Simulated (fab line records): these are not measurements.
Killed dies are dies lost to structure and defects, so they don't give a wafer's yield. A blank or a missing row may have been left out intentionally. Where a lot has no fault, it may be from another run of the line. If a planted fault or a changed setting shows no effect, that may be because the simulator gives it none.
A struck lot beside a sound one -- flow nandHarc -- 23 steps out of a route of 1159
Sound: wafers L989.3, L989.4, L989.5. Wafers L982.2, L982.4, L982.6 were the ones struck. The cause is given at the end.
Each step with rows lists, per side, the tool, then ch with its chambers, then its first start. Under that, the readings that differ: sound wafers -- struck wafers -- difference of the means -- sigmas: that difference in standard deviations of wafers without a fault.
alike: words and numbers the same on both sides, and readings whose means are apart by under 2 such deviations; not compared: readings that were withheld, readings missing a value for some wafer, numbers with overlapping values and no deviation given by the record, and bounds like >300 which may hide the same value.
A row with sigmas, a row that says differs or no value, or rows on one side alone: a step with any of these is where the two part. Numbers that don't overlap but have no deviation are shown without sigmas and don't part them. A reading that every wafer of one side lacks parts them only if that side has two wafers or more.

NHARC_P_M0_INSPECT_27:
  sound on defectInspect-02, day 10 05:16; struck on defectInspect-02, day 8 09:37
  alike: rawDefectCount
NHARC_P_M0_PRE_CLEAN_31: time 12 s.
  sound on pecvd-03 ch 0,1, day 10 05:52; struck on pecvd-02 ch 0,1, day 8 09:43
  alike: heaterPowerW
NHARC_P_M0_DEP_32: deposits SiCN, target thk 30 nm.
  sound on pecvd-03 ch 0,1, day 10 05:58; struck on pecvd-02 ch 0,1, day 8 09:50
  alike: heaterPowerW
then, 8 steps without rows for these wafers: NHARC_P_M1_DEP_00 (deposits SiOC, target thk 182.5 nm); NHARC_P_M1_DEHYDRATE_01 (time 120 s); NHARC_P_M1_HMDS_02 (time 30 s); NHARC_P_M1_COAT_34 (time 65 s); NHARC_P_M1_COAT_03 (resist thk 90 nm); NHARC_P_M1_SOFTBAKE_04 (time 55 s); NHARC_P_M1_EBR_05; NHARC_P_M1_EXPOSE_06 (exposes mask P M1, target cd 130 nm).
NHARC_P_M1_PEB_07: peb time 65 s.
  sound on lithoTrack-04 ch 0, day 10 07:05; struck on lithoTrack-01 ch 0, day 8 10:55
reading,sound,struck,difference,sigmas
chillPlateTempC (C),23.36 23.16 23.28,22.89 23.03 22.95,-0.31,-3
heaterPowerTotalW (W),156.8 156.1 156.5,254.5 254.5 252.9,+97.5,+99 or more
then, 1 step without rows for these wafers: NHARC_P_M1_DEVELOP_08 (develop time 35 s).
NHARC_P_M1_CD_MEAS_09: target cd 130 nm.
  sound on cdSem-01 ch 0, day 10 07:11; struck on cdSem-02 ch 0, day 8 11:01
reading,sound,struck,difference,sigmas
cdNm (nm),129.6 129.4 129.7,93.6 93.7 94.3,-35.7,-85
NHARC_P_M1_OVL_MEAS_10: pitch 260 nm.
  sound on overlay-02, day 10 07:16; struck on overlay-01, day 8 11:05
reading,sound,struck,difference,sigmas
overlayYNm (nm),0.5 1.2 0.9,-1.6 -1.6 -1.5,-2.4,-3
  alike: overlayXNm
NHARC_P_M1_INSPECT_11:
  sound on defectInspect-02, day 10 07:18; struck on defectInspect-01, day 8 11:08
reading,sound,struck,difference,sigmas
rawDefectCount,5 8 12,2 5 5,-4,-2
NHARC_P_M1_DESCUM_14: chemistry O2, time 3 s.
  sound on rieDiel-05 ch 0,2, day 10 07:22; struck on rieDiel-02 ch 0,1,3, day 8 11:13
reading,sound,struck,difference,sigmas
model.P_M1.cdNm (nm),129.8 129.8 130.1,93.71 94.03 94.05,-35.97,
  alike: drypumpMotorCurrentA, mfcArSccm, oesProductAu, rfVppV, showerheadPlenumPTorr, throttleValvePct
  not compared: rfHoursCounterH
NHARC_P_M1_ETCH_35: etches the open film in N2/H2, target depth 40 nm, overetch 12 nm, time 43.94 s.
  sound on rieDiel-05 ch 0,1,2, day 10 07:27; struck on rieDiel-02 ch 0,2, day 8 11:16
  alike: biasW, drypumpMotorCurrentA, mfcArSccm, oesProductAu, rfVppV, showerheadPlenumPTorr, throttleValvePct
  not compared: rfHoursCounterH
NHARC_P_M1_ETCH_15: etches the open film in C4F8/Ar, target depth 182.5 nm, time 91.2 s.
  sound on rieDiel-05 ch 0,1; struck on rieDiel-02 ch 0,2,3
  alike: biasW, oesProductAu, rfVppV
  not compared: rfHoursCounterH
NHARC_P_M1_CD_MEAS_16:
  sound on cdSem-02, day 10 07:40; struck on cdSem-01, day 8 11:30
reading,sound,struck,difference,sigmas
cdNm (nm),129.9 129.9 130.3,93.8 94.1 94.3,-36.0,-60
NHARC_P_M1_STRIP_18: strips in N2/H2.
  sound on rieDiel-02 ch 2,3, day 10 07:44; struck on rieDiel-02 ch 0,1,3, day 8 11:37
  alike: drypumpMotorCurrentA, mfcArSccm, oesProductAu, rfVppV, showerheadPlenumPTorr, throttleValvePct
  not compared: rfHoursCounterH
NHARC_P_M1_ETCH_28: etches the open film in CF4/N2, target depth 30 nm, time 72.99 s.
  sound on rieDiel-02 ch 0,1; struck on rieDiel-02 ch 0,1,3
reading,sound,struck,difference,sigmas
model.P_M1.cdNm (nm),129.6 130.1 129.9,93.41 93.9 93.44,-36.28,
  alike: biasW, drypumpMotorCurrentA, mfcArSccm, oesProductAu, rfVppV, showerheadPlenumPTorr, throttleValvePct
  not compared: rfHoursCounterH
then, 1 step without rows for these wafers: NHARC_P_M1_STRIP_19 (strips in post etch residue remover, time 600 s).

== WHERE THEY PART ==
At NHARC_P_M1_PEB_07 first; at NHARC_P_M1_CD_MEAS_16 last (within this record only). Later steps at which nothing parts them and some readings are alike: NHARC_P_M1_STRIP_18, NHARC_P_M1_ETCH_28.

WHY: what the simulator had put in
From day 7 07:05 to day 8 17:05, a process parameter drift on lithoTrack-01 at NHARC_P_M1_PEB_07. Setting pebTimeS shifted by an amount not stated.
